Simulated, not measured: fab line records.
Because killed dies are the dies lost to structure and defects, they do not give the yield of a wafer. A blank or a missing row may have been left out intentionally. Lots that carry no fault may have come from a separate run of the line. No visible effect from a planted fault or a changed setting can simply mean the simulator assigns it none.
What tool caused it?	flow n5Finfet	72 wafers from 24 lots sampled at 6 of the route's 1938 steps

WHAT THE GAUGES READ, wafer by wafer
N5_DUMMY_GATE_INSPECT_27: inspects for defects (brightfield).
lot	measured	on	rawDefectCount
L074	day 2 23:25	defectInspect-02	278 308 316
L075	day 3 06:05	defectInspect-01	162 196 342
L076	day 3 10:46	defectInspect-02	251 183 233
L077	day 3 16:50	defectInspect-01	190 397 204
L078	day 3 21:54	defectInspect-01	323 281 405
L079	day 4 04:34	defectInspect-01	476 331 351
L080	day 4 12:35	defectInspect-02	267 297 353
L081	day 4 18:55	defectInspect-02	213 233 290
L082	day 5 00:18	defectInspect-02	430 342 445
L083	day 5 07:50	defectInspect-01	194 369 317
L084	day 5 11:55	defectInspect-02	319 606 440
L085	day 5 20:33	defectInspect-01	304 344 465
L086	day 6 01:47	defectInspect-01	251 346 296
L087	day 6 07:05	defectInspect-02	291 333 321
L088	day 6 10:55	defectInspect-02	293 253 234
L089	day 6 18:19	defectInspect-02	357 243 440
L090	day 6 23:34	defectInspect-01	258 327 361
L091	day 7 05:37	defectInspect-01	403 202 217
L092	day 7 11:28	defectInspect-02	291 315 436
L093	day 7 18:52	defectInspect-01	365 440 336
L094	day 7 22:55	defectInspect-02	347 433 395
L095	day 8 10:31	defectInspect-02	461 220 400
L096	day 8 14:30	defectInspect-02	270 294 250
L097	day 8 22:28	defectInspect-02	250 337 206

N5_SD_EPI_N_CD_MEAS_09: target cd 120 nm.
lot	measured	on	cdNm (nm)
L074	day 3 00:25	cdSem-03	120.1 119.9 120.3
L075	day 3 07:48	cdSem-03	119.5 119.1 119.5
L076	day 3 11:47	cdSem-01	120.3 120.9 120.5
L077	day 3 17:50	cdSem-01	119.2 120.3 119.8
L078	day 3 22:56	cdSem-01	119.9 119.6 119.8
L079	day 4 05:34	cdSem-03	121.6 120.5 120.6
L080	day 4 13:35	cdSem-02	120.5 120.8 120.7
L081	day 4 20:18	cdSem-01	120.0 119.9 120.6
L082	day 5 02:10	cdSem-03	119.5 119.5 119.4
L083	day 5 08:50	cdSem-02	119.7 120.5 120.3
L084	day 5 12:55	cdSem-03	119.7 119.5 120.3
L085	day 5 21:34	cdSem-02	119.6 119.7 120.0
L086	day 6 02:48	cdSem-02	119.6 119.2 120.5
L087	day 6 08:06	cdSem-01	120.1 120.4 120.8
L088	day 6 11:47	cdSem-02	120.5 120.2 120.1
L089	day 6 19:19	cdSem-01	119.8 119.8 120.0
L090	day 7 00:34	cdSem-02	120.6 119.5 118.9
L091	day 7 06:29	cdSem-03	120.8 120.3 119.9
L092	day 7 12:34	cdSem-02	120.3 120.3 120.1
L093	day 7 19:45	cdSem-03	120.6 120.6 120.5
L094	day 7 23:55	cdSem-01	120.5 120.7 119.6
L095	day 8 11:24	cdSem-02	119.8 120.3 120.1
L096	day 8 17:35	cdSem-03	119.9 120.1 120.3
L097	day 8 23:29	cdSem-01	120.3 119.6 120.1

N5_SD_EPI_P_EPI_MEAS_23.
lot	measured	on	thkNm (nm)
L074	day 3 08:37	filmMetro-02	58.1 61.6 61.1
L075	day 3 15:58	filmMetro-01	62.3 62.5 61.5
L076	day 3 20:44	filmMetro-02	60.1 60.0 61.3
L077	day 4 02:43	filmMetro-01	60.0 61.1 62.9
L078	day 4 09:26	filmMetro-01	61.8 65.0 60.2
L079	day 4 14:47	filmMetro-02	57.0 59.0 57.6
L080	day 4 21:57	filmMetro-02	60.9 58.8 60.6
L081	day 5 04:37	filmMetro-01	60.6 60.6 59.7
L082	day 5 13:47	filmMetro-01	61.1 61.0 62.7
L083	day 5 17:49	filmMetro-01	60.0 60.4 59.9
L084	day 5 21:55	filmMetro-02	63.7 63.1 61.8
L085	day 6 05:32	filmMetro-02	61.8 60.6 60.7
L086	day 6 10:52	filmMetro-02	62.1 61.1 61.3
L087	day 6 16:28	filmMetro-02	58.4 58.7 62.3
L088	day 6 21:25	filmMetro-01	60.9 60.2 60.6
L089	day 7 04:26	filmMetro-01	60.9 59.6 59.6
L090	day 7 08:52	filmMetro-01	61.9 61.9 62.3
L091	day 7 15:23	filmMetro-01	61.3 60.3 60.4
L092	day 7 21:34	filmMetro-02	63.8 59.9 62.4
L093	day 8 04:02	filmMetro-02	61.8 60.8 61.3
L094	day 8 07:55	filmMetro-01	61.4 60.7 58.7
L095	day 8 20:21	filmMetro-01	61.0 61.4 63.1
L096	day 9 02:17	filmMetro-02	61.2 59.7 60.4
L097	day 9 07:45	filmMetro-02	62.9 61.5 62.2

N5_ILD0_THK_MEAS_08.
lot	measured	on	thkNm (nm)
L074	day 3 12:33	filmMetro-01	139.5 139.5 138.9
L075	day 3 19:56	filmMetro-01	138.0 139.2 137.4
L076	day 4 00:41	filmMetro-02	138.1 137.9 138.1
L077	day 4 06:41	filmMetro-02	139.7 139.9 139.9
L078	day 4 13:30	filmMetro-02	138.8 138.8 139.3
L079	day 4 18:52	filmMetro-02	138.0 137.5 138.5
L080	day 5 02:29	filmMetro-02	138.1 138.0 140.0
L081	day 5 08:51	filmMetro-01	139.8 140.9 140.5
L082	day 5 17:45	filmMetro-02	139.3 139.5 138.2
L083	day 5 21:49	filmMetro-02	140.0 139.5 139.4
L084	day 6 02:14	filmMetro-02	138.7 138.2 138.8
L085	day 6 09:29	filmMetro-02	138.8 138.2 138.5
L086	day 6 14:53	filmMetro-02	137.6 137.1 138.0
L087	day 6 20:28	filmMetro-01	140.1 139.0 138.5
L088	day 7 01:23	filmMetro-01	139.1 139.0 138.5
L089	day 7 08:24	filmMetro-02	139.4 139.4 140.5
L090	day 7 13:04	filmMetro-01	139.8 138.0 136.9
L091	day 7 19:20	filmMetro-01	139.3 139.0 140.3
L092	day 8 01:37	filmMetro-02	138.6 138.5 138.8
L093	day 8 08:02	filmMetro-02	138.1 139.5 139.1
L094	day 8 13:02	filmMetro-01	138.1 138.6 137.3
L095	day 9 00:24	filmMetro-02	139.5 139.5 139.9
L096	day 9 07:22	filmMetro-01	138.9 139.9 139.0
L097	day 9 13:42	filmMetro-01	138.2 137.9 138.9

WHAT TOOL EACH LOT RAN ON (gives the tool, then ch and the chambers of the sampled wafers, and finally the start)
lot	N5_SD_EPI_N_ETCHBACK_44	N5_SD_EPI_P_ETCH_16
L074	rieDiel-03 ch 1,2, day 3 00:59	rieDiel-01 ch 1,2,3, day 3 05:41
L075	rieDiel-04 ch 0,1,2, day 3 08:25	rieDiel-02 ch 1,2,3, day 3 12:55
L076	rieDiel-03 ch 1,2,3, day 3 12:17	rieDiel-01 ch 0,2, day 3 16:58
L077	rieDiel-06 ch 1,2, day 3 18:20	rieDiel-01 ch 0,1,2, day 3 23:44
L078	rieDiel-04 ch 0,1,2, day 4 00:01	rieDiel-02 ch 1,2, day 4 05:39
L079	rieDiel-04 ch 0,2, day 4 06:04	rieDiel-02 ch 0,1, day 4 11:51
L080	rieDiel-04 ch 0,2,3, day 4 14:05	rieDiel-05 ch 0,1,3, day 4 19:01
L081	rieDiel-04 ch 2,3, day 4 20:48	rieDiel-01 ch 1,2, day 5 01:41
L082	rieDiel-06 ch 0,3, day 5 02:40	rieDiel-02 ch 0,2, day 5 08:54
L083	rieDiel-06 ch 1,3, day 5 09:29	rieDiel-01 ch 1,2,3, day 5 14:52
L084	rieDiel-03 ch 0,1, day 5 13:34	rieDiel-01 ch 0,3, day 5 18:59
L085	rieDiel-04 ch 0,1, day 5 22:04	rieDiel-01 ch 0,2, day 6 02:35
L086	rieDiel-04 ch 1,3, day 6 03:18	rieDiel-02 ch 0,1,3, day 6 07:56
L087	rieDiel-04 ch 0,1, day 6 08:53	rieDiel-01 ch 0,1, day 6 13:32
L088	rieDiel-03 ch 0,1,3, day 6 12:20	rieDiel-01 ch 0,1, day 6 17:39
L089	rieDiel-03 ch 1,2, day 6 19:50	rieDiel-02 ch 1,3, day 7 00:38
L090	rieDiel-03 ch 0,1,2, day 7 01:04	rieDiel-02 ch 0,3, day 7 05:47
L091	rieDiel-04 ch 0,2, day 7 06:59	rieDiel-05 ch 0,1,3, day 7 12:28
L092	rieDiel-04 ch 0,2,3, day 7 13:04	rieDiel-02 ch 0,1,3, day 7 18:35
L093	rieDiel-06 ch 0,1,3, day 7 20:15	rieDiel-01 ch 1,2,3, day 8 00:55
L094	rieDiel-04 ch 1,2, day 8 00:29	rieDiel-02 ch 0,1,2, day 8 04:59
L095	rieDiel-04 ch 0,2, day 8 11:58	rieDiel-01 ch 0,1,2, day 8 17:25
L096	rieDiel-04 ch 0,2,3, day 8 18:24	rieDiel-02 ch 1,2, day 8 23:21
L097	rieDiel-03 ch 0,2,3, day 9 00:16	rieDiel-05 ch 0,2, day 9 04:49
- N5_SD_EPI_N_ETCHBACK_44: etches SiNx in CH3F/O2, stops on SiO2, target depth 14.5 nm.
- N5_SD_EPI_P_ETCH_16: etches SiO2 in CHF3/O2, target depth 5 nm.

AS READ BY THE TOOLS THEMSELVES (means over the sampled wafers that have a number; for cases with no such wafer, the mark the record gives instead)
N5_SD_EPI_N_ETCHBACK_44.
lot	tool	drypumpMotorCurrentA (A)	mfcArSccm (sccm)	oesProductAu (a.u.)	rfVppV (V)	showerheadPlenumPTorr (Torr)	throttleValvePct (%)
L074	rieDiel-03	5.62	149.6	0.61	299.8	1.93	16.4
L075	rieDiel-04	5.62	150.2	0.73	298.0	2.08	16.2
L076	rieDiel-03	5.62	149.8	0.61	300.5	1.98	16.5
L077	rieDiel-06	5.09	149.9	0.72	294.4	1.95	16.5
L078	rieDiel-04	5.60	149.6	0.71	297.4	2.08	16.3
L079	rieDiel-04	5.50	149.8	0.76	297.2	2.10	16.3
L080	rieDiel-04	5.53	150.1	0.79	297.8	2.07	16.0
L081	rieDiel-04	5.63	149.7	0.79	297.8	2.05	15.8
L082	rieDiel-06	6.15	149.6	0.63	298.3	2.05	16.4
L083	rieDiel-06	6.09	149.6	0.64	299.1	2.02	16.5
L084	rieDiel-03	5.24	149.8	0.73	295.9	1.97	16.3
L085	rieDiel-04	5.52	149.9	0.68	298.4	2.10	16.5
L086	rieDiel-04	5.67	149.9	0.66	297.2	2.05	16.3
L087	rieDiel-04	5.65	149.6	0.63	298.0	2.08	16.6
L088	rieDiel-03	5.43	149.7	0.66	298.1	2.00	16.5
L089	rieDiel-03	5.60	150.5	0.67	302.6	2.03	16.2
L090	rieDiel-03	5.41	150.0	0.72	299.5	2.03	16.2
L091	rieDiel-04	5.50	150.7	0.72	298.0	2.09	16.3
L092	rieDiel-04	5.54	150.1	0.74	297.6	2.06	16.1
L093	rieDiel-06	5.76	149.6	0.63	295.8	1.99	16.5
L094	rieDiel-04	5.72	150.0	0.81	297.7	2.05	16.0
L095	rieDiel-04	5.59	150.3	0.72	297.0	2.06	16.1
L096	rieDiel-04	5.54	149.5	0.72	296.6	2.06	16.1
L097	rieDiel-03	5.46	149.9	0.77	299.5	2.04	16.2

N5_SD_EPI_P_ETCH_16.
lot	tool	drypumpMotorCurrentA (A)	mfcArSccm (sccm)	oesProductAu (a.u.)	rfVppV (V)	showerheadPlenumPTorr (Torr)	throttleValvePct (%)
L074	rieDiel-01	5.7	200.2	0.74	527	2.41	19.01
L075	rieDiel-02	6.1	199.6	0.75	526	2.44	19.00
L076	rieDiel-01	5.8	199.9	0.70	533	2.49	18.97
L077	rieDiel-01	5.9	200.4	0.70	528	2.45	18.91
L078	rieDiel-02	6.4	199.8	0.74	525	2.43	19.17
L079	rieDiel-02	5.8	199.6	0.82	522	2.44	18.90
L080	rieDiel-05	6.0	200.0	0.86	523	2.47	18.78
L081	rieDiel-01	5.8	200.0	0.70	524	2.42	18.96
L082	rieDiel-02	5.7	200.5	0.79	520	2.46	18.99
L083	rieDiel-01	5.7	199.8	0.74	526	2.40	19.04
L084	rieDiel-01	6.2	200.4	0.73	529	2.43	18.87
L085	rieDiel-01	5.8	199.7	0.69	532	2.48	18.99
L086	rieDiel-02	5.8	199.9	0.78	524	2.43	18.88
L087	rieDiel-01	6.0	200.0	0.68	523	2.42	18.86
L088	rieDiel-01	6.1	199.5	0.68	522	2.42	18.86
L089	rieDiel-02	5.9	200.4	0.75	526	2.42	18.83
L090	rieDiel-02	5.5	200.6	0.80	522	2.43	18.79
L091	rieDiel-05	6.0	199.6	0.83	523	2.46	18.81
L092	rieDiel-02	5.8	200.5	0.77	524	2.42	18.88
L093	rieDiel-01	5.7	200.1	0.72	527	2.40	19.07
L094	rieDiel-02	6.0	199.9	0.85	523	2.44	18.98
L095	rieDiel-01	5.9	200.1	0.67	528	2.44	18.96
L096	rieDiel-02	6.3	199.6	0.90	525	2.45	19.00
L097	rieDiel-05	5.7	199.8	0.84	526	2.44	18.85

THE ANSWER, worked out from the rows above alone
Rule: usual is defined by the lots themselves. The widest of any qualifying gaps counts: lots, ordered by their means at a reading, are off when they make up no more than a third of the lots, leave a main group of 4 or more, and stand apart from it by 3 or more times the standard deviation of that group's means. A main group is skipped when, at the precision printed for the reading in the tables above, its means are all equal. Also off: a lot with no number at a reading for which 4 or more lots have one. Any other lot the step has rows for is counted as sound. After the gauges, taken in route order, come the tools' own readings; for these a lot's mean is taken, as printed above. The first step at which some lot is off is used, and at that step the reading that is off furthest; a lot without a number counts as furthest.
None of the lots is off at any reading shown; this tells nothing.

WHAT THE SIMULATOR HAD PUT IN
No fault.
